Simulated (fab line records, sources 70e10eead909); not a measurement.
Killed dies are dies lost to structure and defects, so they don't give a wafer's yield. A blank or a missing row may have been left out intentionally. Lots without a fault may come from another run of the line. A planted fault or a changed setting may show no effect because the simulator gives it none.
Matching of chambers | flow nand harc | 4 sister chambers for NHARC_A_STAIRCASE_ETCH_253 on rie diel-01
The step etches the open film in C4F8/O2, target depth 50 nm, time 20.2 s. 8 wafers are shown with their chamber, then 8 later ones without.

WAFERS PAIRED WITH THEIR CHAMBERS
wafer  | chamber | rf vpp V (V) | rf fwd power W (W)
L079.5 | 2       | 903          | 585
L082.5 | 3       | 899          | 597
L082.6 | 2       | 902          | 587
L086.1 | 3       | 898          | 595
L089.2 | 0       | 897          | 586
L089.3 | 1       | 888          | 585
L089.5 | 0       | 898          | 588
L091.2 | 1       | 889          | 585

WAFERS WITH NO CHAMBER GIVEN
wafer  | rf vpp V (V) | rf fwd power W (W)
L091.4 | 897          | 589
L091.5 | 903          | 586
L097.2 | 887          | 583
L097.4 | 902          | 588
L097.5 | 889          | 583
L095.2 | 888          | 582
L095.3 | 899          | 586
L095.5 | 902          | 588

WHICH CHAMBER EACH ONE RAN IN
wafer  | from the rows above | in truth
L091.4 | 0                   | 0
L091.5 | 2                   | 2
L097.2 | 1                   | 1
L097.4 | 2                   | 2
L097.5 | 1                   | 1
L095.2 | 1                   | 1
L095.3 | 0                   | 0
L095.5 | 2                   | 2
Placed correctly: 8 of 8. Not placeable from these rows: 0. Placed wrongly: 0.
How it was worked out, from the rows above alone: a wafer's distance from a chamber is the root of the sum, over the readings, of the square of ((its reading less the chamber's mean) divided by the reading's scatter). If the next closest chamber is less than 2 further off than the closest, the wafer can't be placed; otherwise it belongs to the closest. The mean given for a chamber averages the wafers shown for that chamber. The scatter: take each reading less its chamber's mean, square it, sum over the shown wafers, divide by the number of wafers less the number of chambers, and take the root.
